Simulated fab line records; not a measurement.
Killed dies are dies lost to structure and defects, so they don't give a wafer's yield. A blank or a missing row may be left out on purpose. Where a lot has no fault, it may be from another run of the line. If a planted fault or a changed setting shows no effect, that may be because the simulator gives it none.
Problem report in the 8D (eight disciplines) form, filled by code || flow n5-finfet || the parts of the form that need people (team, actions taken, sign-off) are left out

== 1. PROBLEM STATEMENT ==
M10_THK at N5_BEOL_M10_THK_MEAS_53 reads a mean of 260.0 nm on 3 wafers of 2 lots; wafers without a fault read 139.1 nm with a standard deviation of 2.1. Measured from the usual mean, that is +58 standard deviations.
The step: measures by xrf.
Seen first at day 15 03:34 on film-metro-02, wafer L298.5. The record has a number at this step for 26 wafers belonging to 9 lots. Rule for "out", or "out of limits": more than 4 standard deviations from the usual mean. The other wafers with a number count as sound.

== 2. WHAT IT IS, AND WHAT IT ISN'T ==
{"question": "which readings at this step", "is": "M10_THK", "is not": "-"}
{"question": "which lots", "is": "L298, L299", "is not": "L280, L282, L286, L287, L291, L295, L301"}
{"question": "which wafers of those lots", "is": "L298.5, L298.6, L299.5", "is not": "L298.4, L299.1"}
{"question": "read on which gauges", "is": "film-metro-02", "is not": "film-metro-01"}
{"question": "when", "is": "from day 15 03:34", "is not": "up to then (19 sound wafers); but 4 sound wafers of L299, L301 came after"}

== 3. SUSPECTS, AND WHAT RULES EACH OUT ==
Counting: if a tool at a process step up to the reading ran every lot that is out, it stays a suspect. Sound lots after the first of them don't rule it out here, since some wafers of a struck lot are sound.
- the gauge at N5_BEOL_M10_THK_MEAS_53 has been ruled out. All the wafers that are out were read on film-metro-02, but those of them that N5_BEOL_M10_CMP_52 has rows for are out there too, on other tools.
- cmp-01 at N5_BEOL_M10_CMP_52 (polishes, stops on SiCOH lowk, t overpolish 7 s, target thk 140 nm): kept. It processed each lot that is out (first: L298, day 15 03:20); up to then, its last sound lot is L295 (day 14 06:37). Its own readings are out on those wafers: barrier-field-endpoint-s, overpolish-run-s, time-to-endpoint-s.
After counting, what remains is cmp-01 at N5_BEOL_M10_CMP_52.

== 4. THE CAUSE (what the simulator had put in) ==
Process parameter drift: cmp-01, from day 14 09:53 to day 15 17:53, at N5_BEOL_M10_CMP_52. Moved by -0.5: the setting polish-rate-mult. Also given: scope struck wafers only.
After counting, this tool was the only one left.

== 5. SEQUENCE OF EFFECTS, ordered by route ==
Each row: a reading whose mean over the struck wafers that have a number lies more than 3 standard deviations from the usual. Scope: only readings with a usual standard deviation given in the record; hours: median across lots of the time from each lot's start at the first step in this table that gives one to its start at this step; sigmas: change in usual standard deviations.
{"hours": 0, "step": "N5_BEOL_M10_CMP_52", "reading": "barrier-field-endpoint-s", "usual": "29.1 s", "on struck wafers": 47.1, "change": "+18.0", "sigmas": "+28"}
{"hours": 0, "step": "N5_BEOL_M10_CMP_52", "reading": "overpolish-run-s", "usual": "7.001 s", "on struck wafers": 0.043, "change": -6.958, "sigmas": "-99 or more"}
{"hours": 0, "step": "N5_BEOL_M10_CMP_52", "reading": "time-to-endpoint-s", "usual": "66.1 s", "on struck wafers": 86.5, "change": "+20.4", "sigmas": "+8.1"}
{"hours": 0, "step": "N5_BEOL_M10_THK_MEAS_53", "reading": "M10_THK", "usual": "139.1 nm", "on struck wafers": 260.0, "change": "+120.9", "sigmas": "+58"}
{"hours": 0, "step": "N5_BEOL_M10_INSPECT_58", "reading": "raw-defect-count", "usual": 70, "on struck wafers": 2252, "change": "+2182", "sigmas": "+99 or more"}
{"hours": 50, "step": "N5_PASSIVATION_PROBE_49", "reading": "defect-limited-yield", "usual": "91.3 %", "on struck wafers": 0.0, "change": -91.3, "sigmas": -70}
{"hours": 50, "step": "N5_PASSIVATION_PROBE_49", "reading": "killed_at_M4_up", "usual": 13, "on struck wafers": 1108, "change": "+1095", "sigmas": "+99 or more"}
{"hours": 50, "step": "N5_PASSIVATION_PROBE_49", "reading": "killed-dies", "usual": 102, "on struck wafers": 1180, "change": "+1078", "sigmas": "+67"}
{"hours": 50, "step": "N5_PASSIVATION_PROBE_49", "reading": "killed-on-rim", "usual": 13, "on struck wafers": 152, "change": "+139", "sigmas": "+37"}
{"hours": 50, "step": "N5_PASSIVATION_PROBE_49", "reading": "sort-n-pass", "usual": 1078, "on struck wafers": 0, "change": -1078, "sigmas": -67}
{"hours": 50, "step": "N5_PASSIVATION_PROBE_49", "reading": "sort-yield-pct", "usual": "91.3 %", "on struck wafers": 0.0, "change": -91.3, "sigmas": -70}
Here are the process steps it includes:
- N5_BEOL_M10_CMP_52: polishes, stops on SiCOH lowk, t overpolish 7 s, target thk 140 nm.
- N5_PASSIVATION_PROBE_49

== 6. WHAT WOULD HAVE CAUGHT IT SOONER ==
Counted from the fault's start at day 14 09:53, it took 18 hours until the first out-of-limits reading at a measuring or inspecting step in this record, taken at day 15 03:34.
The tool's own readings at N5_BEOL_M10_CMP_52 were out on every struck wafer that the step has a row for (barrier-field-endpoint-s, overpolish-run-s, time-to-endpoint-s): an alarm limit on them would have fired on the first of those.
Lots out: 2; of these, L299 started N5_BEOL_M10_CMP_52 on cmp-01 after day 15 03:34. Putting the tool on hold at that point would have spared it.
